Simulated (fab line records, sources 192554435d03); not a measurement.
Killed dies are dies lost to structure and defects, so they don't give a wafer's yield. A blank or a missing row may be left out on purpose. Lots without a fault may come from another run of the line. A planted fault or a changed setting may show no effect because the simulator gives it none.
fab line records | flow n5_finfet | part 1 of 2: steps 1 to 41 of 42
record lots=5 wafers=14 last_day=19
route steps=1938 shown BEOL_M4@1099 BEOL_M5@1112 BEOL_M13@1659 PASSIVATION@1936
lots that met no fault: from a run of the same line without faults
start_h: hours from the record's first day to the start of the lot's first wafer shown | wait_h: hours since the lot's step before | " the same as in the row above | L1.1+2: a row that stands for several wafers | - no value, or no start given | * or withheld: withheld | < > ~ a bound
route shown NAME@n: a module of which the file shows steps, and the number in the route of the first | usual: mean/standard deviation of fault-free wafers | same: alike in all rows | chamber/n: place in a boat | sites: the reading at each site | _std_site: their standard deviation | _edge_site: outer sites' mean less inner sites' | radius_mm: how far each site lies from the wafer's centre | mask NAME#n: copy n | behind: the tool/chamber that last shaped the wafer | hold: why the lot was held/for how many hours/how that ended | device: the transistor (n, p or np) that didn't switch | end of line: the same wafers' tests at the end of the route | a step without rows: its recipe alone | killed: dies lost to structure and defects at the first sort, not the wafer's yield | map: a wafer's dies, x killed, . not, _ none there
set.NAME: the setting as run; set.NAME@STEP: as run at that earlier step | model.NAME: the simulator's own value behind a step, which no gauge read
lots at some steps of the route; a table a step, a row a wafer
services: from which hour (start_h, from the record's first day; less than 0 if before it) a tool's chamber was out of use, for how many hours, and why
## steps
# step N5_BEOL_M4_ANNEAL_95
# recipe temp_c=400 time_s=240 ambient=vacuum
# step N5_BEOL_M4_SPUTTER_96
# recipe material=Cu target_thk_a=45 temp_c=-20 chamber_pressure_pa=0.07 power_w=withheld time_s=8.29
# step N5_BEOL_M4_ECD_50
# recipe material=Cu target_thk_a=3000
# step N5_BEOL_M4_ANNEAL_51
# recipe temp_c=225 time_s=90 ambient=N2
# step N5_BEOL_M4_CMP_52
# recipe stop_on=SiOC t_overpolish_s=6.8 down_force_psi=1 platen_rpm=50 clearing_platen_down_force_psi=1.5 clearing_platen_rpm=50 post_cmp_clean=cu_alkaline target_thk_nm=40 clearing_platen_pad_velocity_m_s=0.99484 pad_velocity_m_s=0.99484
# step N5_BEOL_M4_PRE_CLEAN_60
# recipe gas=NH3/H2 time_s=15 temp_c=* rf_power_w=300
# step N5_BEOL_M4_CO_CAP_55
# recipe material=Co target_thk_a=20 temp_c=200 precursor=CCTBA/H2 pressure_torr=30 time_s=102.1
# step N5_BEOL_M4_PRE_CLEAN_56
# recipe gas=NH3 time_s=15 temp_c=withheld rf_power_w=300
# step N5_BEOL_M4_DEP_57
# recipe material=SiCN target_thk_a=80 temp_c=withheld precursor=3MS/NH3 pressure_torr=3 rf_w=202 time_s=14
# step N5_BEOL_M4_RC_MEAS_101
# usual DIBL_N=36.4/2.2 DIBL_P=36.3/2.5 IOFF_N=0.17/0.052 IOFF_P=0.23/0.049 ION_N=674/17 ION_P=464/11 SS_N=71.7/0.98 SS_P=73.3/0.84 VT_N=250/4 VT_P=-249/3.8
# columns lot.wafer tool chamber start_h wait_h DIBL_N[mV/V] DIBL_P[mV/V] IOFF_N[nA/um] IOFF_P[nA/um] ION_N[uA/um] ION_P[uA/um] SS_N[mV/dec] SS_P[mV/dec] VT_N[mV] VT_P[mV]
L362.1 prober-01 0 233.16 0.0 37.4 37.8 0.19 0.29 702 488 71.6 74.1 246 -241
L362.4 " 0 " " 36.0 36.3 0.18 0.27 684 475 71.2 73.3 244 -242
L362.5 " 0 " " 35.0 33.9 0.15 0.22 674 473 70.8 72.2 249 -242
L365.3 prober-02 0 247.80 0.3 41.4 42.8 0.30 0.32 691 464 72.2 74.5 243 -245
L365.5 " 0 " " 37.6 38.8 0.20 0.26 670 459 71.8 74.5 249 -247
L365.6 " 0 " " 37.7 37.5 0.19 0.22 685 466 71.6 74.1 249 -251
L366.3 prober-01 0 259.48 0.3 36.0 36.1 0.16 0.20 657 451 72.4 73.3 253 -253
L366.4 " 0 " " 39.6 40.9 0.24 0.30 676 464 73.6 74.6 248 -246
L366.6 " 0 " " 37.6 39.2 0.21 0.27 695 474 73.0 74.0 246 -244
L377.2 prober-02 0 317.61 0.2 36.3 36.3 0.16 0.22 680 470 71.6 72.9 248 -248
L377.4 " 0 " " 35.4 35.8 0.15 0.23 676 477 71.2 73.4 247 -246
L377.6 " 0 " " 39.9 40.6 0.25 0.31 690 467 72.9 74.3 244 -244
L381.2 prober-01 0 349.62 0.9 37.3 37.8 0.17 0.24 683 472 71.9 73.3 250 -249
L381.6 " 0 " " 33.2 32.8 0.11 0.17 648 457 71.4 71.8 254 -253
# step N5_BEOL_M5_ILD_DEP_00
# recipe material=SiCOH_lowk target_thk_a=1406.4 temp_c=300 precursor=DEMS/porogen pressure_torr=5 rf_w=500 time_s=25.9
# step N5_BEOL_M5_CURE_79
# recipe temp_c=385 time_s=240 ambient=He/Ar material=SiCOH_lowk
# step N5_BEOL_M5_PECVD_70
# recipe material=SiO2 target_thk_a=160 temp_c=400 precursor=TEOS/O2 pressure_torr=5.5 rf_w=450 teos_flow_sccm=53.8 gas=O2 flow_sccm=3000 time_s=18
# step N5_BEOL_M5_HM_DEP_02
# recipe material=TiN target_thk_a=200 temp_c=25 chamber_pressure_pa=0.49996
# step N5_BEOL_M5_COAT_59
# recipe resist=SOC temp_c=250 time_s=60 spin_rpm=1500 resist_thk_nm=60
# step N5_BEOL_M5_COAT_60
# recipe resist=SiARC temp_c=220 time_s=60 spin_rpm=1500 resist_thk_nm=12
# step N5_BEOL_M5_COAT_71
# recipe resist=underlayer temp_c=205 time_s=60 spin_rpm=1500 resist_thk_nm=5
# step N5_BEOL_M5_COAT_05
# recipe resist=CAR-EUV spin_rpm=1500 resist_thk_nm=30
# step N5_BEOL_M5_EBR_07
# recipe solvent=PGMEA ebr_width_mm=1.5
# step N5_BEOL_M5_SOFTBAKE_06
# recipe temp_c=110 time_s=60 resist=CAR-EUV
# step N5_BEOL_M5_EXPOSE_08
# recipe mask_id=M5 na=0.33 source_shape=annular sigma_inner=0.4 sigma_outer=0.8 polarization=unpolarized target_cd_nm=28 dose_mj=35.75
# step N5_BEOL_M5_PEB_09
# recipe peb_temp_c=100 peb_time_s=60 resist=CAR-EUV
# step N5_BEOL_M5_DEVELOP_10
# recipe develop_time_s=30 developer=TMAH resist=CAR-EUV rinse_liquid=surfactant_rinse dry=air_spin dev_temp_c=23
# step N5_BEOL_M5_DESCUM_16
# recipe chemistry=O2 time_s=7 source_power_w=50 bias_power_w=20 pressure_mtorr=20 rf_frequency_hz=2.712e+07 temp_c=40 resist=CAR-EUV o2_flow_sccm=225
# step N5_BEOL_M5_ETCH_72
# recipe chemistry=N2/H2 target=underlayer target_depth_a=65 mask_material=CAR-EUV time_s=5.2 ion_energy_ev=200 pressure_mtorr=30 source_w=840 bias_w=150 n2_flow_sccm=200 h2_flow_sccm=200 ends=cleared
# step N5_BEOL_M5_ETCH_61
# recipe chemistry=CF4 target=SiARC target_depth_a=156 mask_material=CAR-EUV time_s=26 ion_energy_ev=80 pressure_mtorr=40 source_w=545 bias_w=36 Ar_flow_sccm=100 cf4_flow_sccm=100 ends=cleared
# step N5_BEOL_M5_ETCH_62
# recipe chemistry=N2/H2 target=SOC target_depth_a=750 overetch_a=150 mask_material=SiARC temp_c=40 time_s=112.5 ion_energy_ev=200 pressure_mtorr=30 source_w=840 bias_w=150 n2_flow_sccm=200 h2_flow_sccm=200
# step N5_BEOL_M5_STRIP_63
# recipe chemistry=N2/H2 temp_c=40 n2_flow_sccm=200 h2_flow_sccm=200 rf_frequency_hz=6e+07
# step N5_BEOL_M5_STRIP_73
# recipe chemistry=N2/H2 temp_c=40 n2_flow_sccm=200 h2_flow_sccm=200 rf_frequency_hz=6e+07
# step N5_BEOL_M5_STRIP_64
# recipe chemistry=CF4 resist=SiARC power_w=300 bias_power_w=75 pressure_mtorr=50 cf4_flow_sccm=150 rf_frequency_hz=6e+07
# step N5_BEOL_M5_HM_OPEN_17
# recipe chemistry=Cl2/BCl3 target_depth_a=200 overetch_a=60 target=TiN mask_material=SOC ion_energy_ev=150 pressure_mtorr=10 icp_w=1000 bias_w=126 Cl2_flow_sccm=53.25 bcl3_flow_sccm=21.75 Ar_flow_sccm=25
# step N5_BEOL_M5_STRIP_19
# recipe chemistry=O2 power_w=400 temp_c=40 pressure_mtorr=30 rf_frequency_hz=6e+07 bias_power_w=0 overash_fraction=0.2 o2_flow_sccm=225
# step N5_BEOL_M5_COAT_65
# recipe resist=SOC temp_c=250 time_s=60 spin_rpm=1500 resist_thk_nm=60
# step N5_BEOL_M5_COAT_66
# recipe resist=SiARC temp_c=220 time_s=60 spin_rpm=1500 resist_thk_nm=12
# step N5_BEOL_M13_ILD_DEP_00
# recipe material=SiOC target_thk_a=8379.2 temp_c=350 precursor=DEMS/O2 pressure_torr=5 rf_w=500 time_s=166.4
# usual heater_power_w=493/71 showerhead_plenum_p_Torr=5.698/0.017 throttle_valve_pct=11.9/0.57
# columns lot.wafer tool chamber start_h wait_h heater_power_w showerhead_plenum_p_Torr throttle_valve_pct
L362.1 pecvd-04 0 305.17 0.0 582 5.678 11.5
L362.4 " 1 " " 476 5.713 13.0
L362.5 " 2 " " 583 5.669 10.8
L362.1 pecvd-04 0 305.49 0.3 593 5.683 11.7
L362.4 " 1 " " 472 5.714 13.2
L362.5 " 2 " " 588 5.677 11.2
L365.3 pecvd-04 1 320.71 0.0 469 5.700 13.2
L365.5 " 0 " " 491 5.675 11.8
L365.6 " 1 " " 495 5.712 12.9
L365.3 pecvd-04 1 321.11 0.3 475 5.704 13.1
L365.5 " 0 " " 482 5.695 11.8
L365.6 " 1 " " 493 5.700 13.0
L366.3 pecvd-04 1 336.98 0.0 475 5.733 13.1
L366.4 " 1 " " 490 5.696 13.2
L366.6 " 0 " " 547 5.687 11.9
L366.3 pecvd-04 1 337.29 0.3 472 5.702 13.0
L366.4 " 1 " " 482 5.705 13.2
L366.6 " 0 " " 569 5.680 11.6
L377.2 pecvd-03 0 385.83 0.0 476 5.718 12.1
L377.4 " 0 " " 380 5.716 11.6
L377.6 " 1 " " 390 5.701 12.2
L381.2 pecvd-03 2 423.59 0.0 523 5.705 12.1
L381.6 " 1 " " 435 5.698 12.2
# step N5_BEOL_M13_THK_MEAS_01
# recipe reads=SiOC_of_BEOL_M13_ILD_DEP_00
# usual M13_ILD_THK=845/11
# columns lot.wafer tool chamber start_h wait_h M13_ILD_THK[nm]
L362.1 film_metro-01 - 305.64 0.1 1694
L362.4 " - " " 1681
L362.5 " - " " 1704
L365.3 film_metro-02 - 321.26 0.1 1684
L365.5 " - " " 1737
L365.6 " - " " 1700
L366.3 film_metro-01 - 337.45 0.1 1662
L366.4 " - " " 1701
L366.6 " - " " 1740
L377.2 film_metro-02 - 385.98 0.1 821
L377.4 " - " " 834
L377.6 " - " " 851
L381.2 film_metro-01 - 423.74 0.1 849
L381.6 " - " " 861
# step N5_BEOL_M13_VIA_ETCH_16
# recipe chemistry=C4F8/O2/Ar target=SiOC pressure_mtorr=30 source_w=3000 bias_w=700 Ar_flow_sccm=400 C4F8_flow_sccm=15 O2_flow_sccm=8 he_inner_torr=15 he_outer_torr=30 target_depth_a=9217 time_s=withheld ion_energy_ev=250 ends=cleared
# usual drypump_motor_current_A=5.77/0.28 oes_product_au=0.70/0.071 rf_vpp_V=665/3.2 showerhead_plenum_p_Torr=3.39/0.12 throttle_valve_pct=24.19/0.23
# columns lot.wafer tool chamber start_h wait_h drypump_motor_current_A oes_product_au rf_vpp_V showerhead_plenum_p_Torr throttle_valve_pct model.etch.depth_nm model.SiOC_of_BEOL_M13_ILD_DEP_00.thk_nm model.BARC_of_BEOL_M13_COAT_58.thk_nm
L362.1 rie_diel-05 3 306.12 0.0 5.78 0.80 663 3.30 23.87 1693 1360 0
L362.4 " 1 " " 5.20 0.68 662 3.24 24.46 1680 1373 0
L362.5 " 3 " " 5.75 0.80 663 3.30 23.84 1704 1361 0
L365.3 rie_diel-06 2 321.75 0.0 6.02 0.73 661 3.26 24.25 1682 1371 0
L365.5 " 2 " " 6.02 0.74 661 3.26 24.26 1737 1370 0
L365.6 " 1 " " 6.24 0.72 661 3.24 23.97 1701 1368 0
L366.3 rie_diel-01 3 337.92 0.0 5.82 0.84 666 3.48 23.98 1662 1364 0
L366.4 " 1 " " 6.14 0.78 666 3.46 24.42 1700 1374 0
L366.6 " 3 " " 5.82 0.85 667 3.48 23.98 1739 1369 0
L377.2 rie_diel-05 0 386.57 0.0 5.79 0.63 665 3.35 24.25 821.3 821.4 89.4
L377.4 " 3 " " 5.77 0.69 664 3.29 23.88 833.5 833.6 89.2
L377.6 " 3 " " 5.76 0.70 660 3.29 23.87 851.1 851.2 89
L381.2 rie_diel-05 2 424.22 0.0 5.67 0.79 663 3.33 24.24 849.3 849.2 89
L381.6 " 2 " " 5.65 0.80 663 3.33 24.23 860.9 861 89.2
# step N5_BEOL_M13_STRIP_63
# recipe chemistry=N2/H2 power_w=1000 temp_c=250 h2_frac=0.65 overash_fraction=0.3 pressure_mtorr=1000 n2_flow_sccm=1750 h2_flow_sccm=3250
# usual drypump_motor_current_A=5.8/0.36 heater_power_w=326/24 n2_flow_sccm=1750/4.9 oes_product_au=0.673/0.0055 strip_time_to_endpoint_s=27.2/1.1
# columns lot.wafer tool chamber start_h wait_h drypump_motor_current_A heater_power_w n2_flow_sccm oes_product_au rf_hours_counter_h strip_time_to_endpoint_s
L362.1 plasma_asher-01 1 306.35 - 5.4 335 1741 0.222 130 0.0
L362.4 " 1 " " 5.4 344 1741 0.225 - 0.0
L362.5 " 0 " " 6.1 306 1742 0.229 - 0.0
L365.3 plasma_asher-02 1 322.00 - 5.5 290 1754 0.225 - 0.0
L365.5 " 1 " " 5.5 303 1753 0.230 - 0.0
L365.6 " 0 " " 6.1 355 1752 0.234 - 0.0
L366.3 plasma_asher-01 0 338.18 - 6.2 301 1743 0.239 - 0.0
L366.4 " 1 " " 5.4 337 1748 0.228 - 0.0
L366.6 " 1 " " 5.4 345 1753 0.230 - 0.0
L377.2 plasma_asher-01 1 386.81 - 5.3 340 1747 0.679 144 30.3
L377.4 " 0 " " 6.2 313 1756 0.673 - 27.8
L377.6 " 0 " " 6.2 310 1749 0.680 - 26.3
L381.2 plasma_asher-01 0 424.45 - 6.1 304 1749 0.677 154 27.4
L381.6 " 1 " " 5.4 341 1755 0.667 - 26.1
# step N5_BEOL_M13_STRIP_64
# recipe chemistry=N2/H2 power_w=1000 temp_c=250 h2_frac=0.65 overash_fraction=0.3 pressure_mtorr=withheld n2_flow_sccm=1750 h2_flow_sccm=3250
# usual drypump_motor_current_A=5.8/0.36 heater_power_w=325/23 n2_flow_sccm=1750/5.6 oes_product_au=0.715/0.0048 strip_time_to_endpoint_s=31.32/0.088
# columns lot.wafer tool chamber start_h wait_h drypump_motor_current_A heater_power_w n2_flow_sccm oes_product_au rf_hours_counter_h strip_time_to_endpoint_s
L362.1 plasma_asher-01 1 306.41 0.0 5.3 340 1753 0.237 130 0.03
L362.4 " 1 " " 5.3 339 1748 0.237 - 0.04
L362.5 " 0 " " 6.2 308 1736 0.243 - 0.03
L365.3 plasma_asher-02 1 322.06 0.0 5.5 305 1763 0.238 - 0.04
L365.5 " 1 " " 5.5 304 1764 0.235 - 0.04
L365.6 " 0 " " 6.0 370 1751 0.240 - 0.04
L366.3 plasma_asher-01 0 338.24 0.0 6.2 301 1747 0.244 - 0.04
L366.4 " 1 " " 5.4 331 1752 0.235 - 0.03
L366.6 " 1 " " 5.4 341 1749 0.239 - 0.04
L377.2 plasma_asher-01 1 386.87 0.0 5.4 332 1753 0.711 145 31.41
L377.4 " 0 " " 6.1 305 1757 0.714 - 31.35
L377.6 " 0 " " 6.2 299 1754 0.709 - 31.29
L381.2 plasma_asher-01 0 424.51 0.0 6.2 306 1742 0.713 154 31.34
L381.6 " 1 " " 5.4 341 1741 0.709 - 31.34
# step N5_BEOL_M13_CD_MEAS_17
# recipe target_cd_nm=190 polarity=opening
# usual cd_nm=190.5/2
# columns lot.wafer tool chamber start_h wait_h cd_nm
L362.1 cd_sem-02 - 306.60 0.0 283.5
L362.4 " - " " 280.3
L362.5 " - " " 286.9
L365.3 cd_sem-03 - 322.19 0.0 279.2
L365.5 " - " " 292.8
L365.6 " - " " 283.9
L366.3 cd_sem-02 - 338.37 0.0 276.2
L366.4 " - " " 280.8
L366.6 " - " " 292.2
L377.2 cd_sem-01 - 387.02 0.0 186.5
L377.4 " - " " 192.3
L377.6 " - " " 191.5
L381.2 cd_sem-03 - 424.66 0.0 194.6
L381.6 " - " " 192.9
# step N5_BEOL_M13_CMP_49
# recipe stop_on=SiOC t_overpolish_s=17.1 down_force_psi=1 platen_rpm=50 clearing_platen_down_force_psi=1.5 clearing_platen_rpm=50 post_cmp_clean=cu_alkaline target_thk_nm=420 clearing_platen_pad_velocity_m_s=0.99484 pad_velocity_m_s=0.99484
# usual barrier_field_endpoint_s=29.9/0.66 clearing_platen_rpm=49.997/0.028 motor_current_A=6.1/0.52 overpolish_run_s=17.101/0.0083
# columns lot.wafer tool chamber start_h wait_h barrier_field_endpoint_s clearing_platen_rpm motor_current_A overpolish_run_s model.SiOC_of_BEOL_M13_ILD_DEP_00.thk_nm
L362.1 cmp-04 0 309.23 0.3 30.2 50.023 5.9 17.095 1303
L362.4 " 1 " " 30.9 50.002 6.0 17.108 1316
L362.5 " 1 " " 29.8 50.030 6.3 17.090 1304
L365.3 cmp-03 1 326.50 0.2 29.8 50.043 6.0 17.090 1314
L365.6 " 0 " " 29.3 49.952 6.3 17.100 1310
L365.5 " 1 " " 30.2 50.041 6.2 17.095 1311
L366.4 cmp-02 2 341.98 0.2 29.5 49.979 4.8 17.087 1316
L366.3 " 1 " " 29.7 50.018 5.6 17.097 1306
L366.6 " 2 " " 29.7 49.986 5.1 17.086 1309
L377.2 cmp-04 3 390.59 0.2 28.1 50.023 5.7 17.083 764
L377.4 " 0 " " 28.8 49.996 6.1 17.104 777.8
L377.6 " 0 " " 28.8 49.950 6.1 17.115 794.6
L381.2 cmp-04 3 427.40 0.3 28.9 49.951 5.7 17.108 791.6
L381.6 " 2 " " 29.5 49.973 6.4 17.102 802.2
## key
first_sign step=N5_BEOL_M13_ILD_DEP_00 reading=visit direction=added
effect step=N5_BEOL_M13_THK_MEAS_01 reading=M13_ILD_THK direction=up sigmas=79 usual=845 struck=1700
effect step=N5_BEOL_M13_STRIP_63 reading=oes_product_au direction=down sigmas=81 usual=0.673 struck=0.229
effect step=N5_BEOL_M13_STRIP_64 reading=strip_time_to_endpoint_s direction=down sigmas=99+ usual=* struck=*
effect step=N5_BEOL_M13_CD_MEAS_17 reading=cd_nm direction=up sigmas=48 usual=190.5 struck=284.0
effect step=N5_PASSIVATION_PROBE_49 reading=killed_at_M4_up direction=up sigmas=99+ usual=14 struck=1160
model_effect step=N5_BEOL_M13_VIA_ETCH_16 value=etch.depth_nm without=844.9 struck=1700
model_effect step=N5_BEOL_M13_CMP_49 value=SiOC_of_BEOL_M13_ILD_DEP_00.thk_nm without=787 struck=1310
met_at N5_BEOL_M13_ILD_DEP_00
struck_wafers L362.1,L362.4,L362.5,L365.3,L365.5,L365.6,L366.3,L366.4,L366.6
fault kind=repeated_step_whole tool=pecvd-02,pecvd-03,pecvd-04 chamber=- onset_h=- steps=N5_BEOL_M13_ILD_DEP_00 times=1 scope=struck_lots_only
